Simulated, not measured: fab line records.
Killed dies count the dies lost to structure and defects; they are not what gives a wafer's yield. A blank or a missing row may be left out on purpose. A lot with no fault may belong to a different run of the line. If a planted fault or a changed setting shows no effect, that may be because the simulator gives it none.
One fault through the eyes of 2 desks :: flow n5Finfet :: what lay behind the numbers comes last; until then each desk has only its own

AT THE TOOL OWNER'S DESK: lithoTrack-02
The tool's own readings at N5_BEOL_M11_COAT_60 (time 60 s, resist thk 30 nm): means of the sampled wafers that have a number, for each lot that ran on this tool. If a lot's mean is further than 4 standard deviations from the usual mean, the lot is out of limits and carries the mark OUT (the distance appears in the brackets).
Columns: A = dispensePressureKPa at N5_BEOL_M11_COAT_60, usual 52.1 kPa; B = resistLineTempC at N5_BEOL_M11_COAT_60, usual 23.00 C; C = spinSpeedRpm at N5_BEOL_M11_COAT_60, usual 1500.0 rpm
lot: L968
first seen here: day 11 13:08
A: 52.1
B: 22.94
C: 1500.8

lot: L970
first seen here: day 12 07:01
A: 52.1
B: 23.08
C: 1500.3

lot: L973
first seen here: day 13 04:17
A: 52.1
B: 23.12
C: 1412.7 (-92) OUT

lot: L976
first seen here: day 14 01:39
A: 52.1
B: 22.96
C: 1412.4 (-92) OUT

lot: L988
first seen here: day 16 22:07
A: 52.1
B: 23.11
C: 1499.4

lot: L987
first seen here: day 17 08:41
A: 52.1
B: 23.11
C: 1500.9
This desk's finding: out of limits on L973, L976; first on L973, day 13 04:17 (spinSpeedRpm at N5_BEOL_M11_COAT_60). Within limits: L968, L970, L988, L987.

METROLOGY DESK
What the gauges read, lot by lot, whatever tool the lot ran on: means of the sampled wafers that have a number. If a lot's mean is further than 4 standard deviations from the usual mean, the lot is out of limits and carries the mark OUT (the distance appears in the brackets).
Columns: A = M10_RS at N5_BEOL_M10_RS_MEAS_57, usual 0.1510 ohm/sq
lot: L966
first seen here: day 11 01:01
A: 0.1530

lot: L968
first seen here: day 11 10:54
A: 0.1536

lot: L969
first seen here: day 11 18:33
A: 0.1513

lot: L970
first seen here: day 12 04:37
A: 0.1532

lot: L972
first seen here: day 13 02:14
A: 0.1548

lot: L973
first seen here: day 13 02:43
A: 0.1489

lot: L976
first seen here: day 13 22:42
A: 0.1515

lot: L980
first seen here: day 14 05:46
A: 0.1516

lot: L978
first seen here: day 14 09:19
A: 0.1511

lot: L985
first seen here: day 16 04:31
A: 0.1504

lot: L988
first seen here: day 16 20:41
A: 0.1520

lot: L987
first seen here: day 17 07:05
A: 0.1515
This desk's verdict: no lot among the 12 shows anything out of limits.

ALL TOGETHER
At day 13 04:17, on L973, L976, the tool owner's desk was in a position to raise an alarm.
Metrology desk: nothing out of limits seen.
The metrology desk holds a record of L973, L976, inside its limits.
Every lot named ran N5_BEOL_M11_COAT_60 on lithoTrack-02.

WHAT WAS PUT IN BY THE SIMULATOR
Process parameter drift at N5_BEOL_M11_COAT_60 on lithoTrack-02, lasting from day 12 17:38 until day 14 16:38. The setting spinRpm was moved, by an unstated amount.
Shown lots that were struck: L973, L976.
How many hours passed from the start of the fault until each desk's first out-of-limits reading: the tool owner's desk, 11.
